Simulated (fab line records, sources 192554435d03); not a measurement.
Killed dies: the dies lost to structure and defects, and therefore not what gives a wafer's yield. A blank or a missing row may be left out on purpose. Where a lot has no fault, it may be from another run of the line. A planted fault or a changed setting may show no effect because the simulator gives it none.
Chamber matching ; flow n5_finfet ; rie_diel-02 running N5_MIM_BOT_ETCH_ETCH_04: 4 sister chambers
The step etches SiNx in CF4/O2, target depth 26 nm, time 13 s. 4 wafers are shown with their chamber, then 8 later ones without.

## WAFERS, EACH WITH ITS CHAMBER
wafer;chamber;showerhead_plenum_p_Torr (Torr)
L085.4;2;2.10
L086.2;3;2.23
L086.4;0;2.14
L090.1;1;2.32

## WAFERS WITH NO CHAMBER GIVEN
wafer;showerhead_plenum_p_Torr (Torr)
L090.2;2.10
L090.4;2.32
L092.1;2.31
L092.4;2.13
L092.5;2.22
L095.1;2.13
L095.3;2.10
L095.6;2.31

## CHAMBER TAKEN BY EACH
wafer;from the rows above;in truth
L090.2;2;2
L090.4;1;1
L092.1;1;1
L092.4;0;0
L092.5;3;3
L095.1;0;0
L095.3;2;2
L095.6;1;1
Correctly placed: 8 of 8. Can't be placed from these rows: 0. Wrongly placed: 0.
How it was worked out, from the rows above alone: a wafer's distance from a chamber is the root of the sum, over the readings, of the square of ((its reading less the chamber's mean) divided by the reading's scatter). The wafer belongs to the nearest chamber; if the next one is less than 2 further off, it can't be placed. For every chamber, the mean is computed from those of its wafers that are shown. The scatter (one wafer shown for each chamber): square how far every hidden wafer sits from the nearest shown wafer, average those squares and take the square root.
